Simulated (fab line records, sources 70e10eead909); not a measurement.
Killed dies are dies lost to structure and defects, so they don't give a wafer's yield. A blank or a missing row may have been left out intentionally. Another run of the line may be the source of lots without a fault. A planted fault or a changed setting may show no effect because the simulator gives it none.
A struck lot beside a sound one | flow nandHarc | 14 steps out of a route of 1159
Sound: these wafers, L598.1, L598.2, L598.6. Struck: wafers L602.1, L602.5, L602.6. Last of all comes the cause.
For every step that has rows: the tool of each side, followed by ch and its chambers, followed by its first start. Under that, the readings that differ: sound wafers | struck wafers | difference of the means | sigmas: that difference in standard deviations of wafers without a fault.
alike: same words and numbers on both sides, and readings whose means sit less than 2 such deviations apart. not compared: any withheld reading, any reading some wafer has no value for, any bound like >300 that may hide the same value, and any number with overlapping values for which the record gives no deviation.
A row with sigmas, a row that says differs or no value, or rows on one side alone: a step with any of these is where the two part. When numbers do not overlap yet have no deviation, they are printed without sigmas and do not part them. A reading missing from all wafers of one side parts the sides only when that side holds two or more wafers.

NHARC_A_ONON_D1_THK_MEAS_30: measures by ellipsometry.
  sound: filmMetro-01 at day 8 07:48; struck: filmMetro-01 at day 9 08:20
reading    | sound          | struck      | difference | sigmas
thkNm (nm) | 1005 1008 1007 | 991 991 992 | -15        | -2
NHARC_A_ONON_D1_DEP_33: deposits SiO2, target thk 200 nm.
  sound on pecvd-04 ch 0,1,2, day 8 07:52; struck on pecvd-02 ch 0,1,2, day 9 08:23
  alike: heaterPowerW, throttleValvePct
NHARC_A_ONON_D1_THK_MEAS_34: measures by ellipsometry.
  sound: filmMetro-02 at day 8 08:16; struck: filmMetro-01 at day 9 08:49
  alike: thkNm
NHARC_A_ONON_D1_INSPECT_32:
  sound: defectInspect-01 at day 8 08:22; struck: defectInspect-01 at day 9 08:52
  alike: rawDefectCount
NHARC_A_CHANNEL_HOLE_D1_DEP_00: deposits aC, target thk 3100 nm.
  sound on aclDep-03 ch 0, day 8 12:16; struck on aclDep-01 ch 0, day 9 08:56
  alike: throttleValvePct
NHARC_A_CHANNEL_HOLE_D1_DEP_01: deposits SiON, target thk 140 nm.
  sound on pecvd-04 ch 0,2, day 8 14:11; struck on pecvd-02 ch 1,2, day 9 11:05
  alike: heaterPowerW
then, 5 steps without rows for these wafers: NHARC_A_CHANNEL_HOLE_D1_DEHYDRATE_02 (time 120 s); NHARC_A_CHANNEL_HOLE_D1_HMDS_03 (time 30 s); NHARC_A_CHANNEL_HOLE_D1_COAT_36 (time 75 s); NHARC_A_CHANNEL_HOLE_D1_COAT_37 (time 65 s); NHARC_A_CHANNEL_HOLE_D1_COAT_04 (resist thk 90 nm).
NHARC_A_CHANNEL_HOLE_D1_SOFTBAKE_05: time 55 s.
  sound on lithoTrack-06 ch 0, day 8 14:00; struck on lithoTrack-01 ch 0, day 9 11:00
reading               | sound                | struck               | difference | sigmas
heaterPowerTotalW (W) | 188.29 188.73 188.29 | 159.36 159.31 159.41 | -29.08     | -99 or more
after that, 1 step had no rows for these wafers: NHARC_A_CHANNEL_HOLE_D1_EBR_06.
NHARC_END_SORT_01:
  the record has rows for the sound wafers here (prober-02 ch 0, day 20 00:56) and none for the struck ones

== WHERE THEY PART ==
First at NHARC_A_ONON_D1_THK_MEAS_30; last, within this record, at NHARC_END_SORT_01.

WHY: what had been put in by the simulator
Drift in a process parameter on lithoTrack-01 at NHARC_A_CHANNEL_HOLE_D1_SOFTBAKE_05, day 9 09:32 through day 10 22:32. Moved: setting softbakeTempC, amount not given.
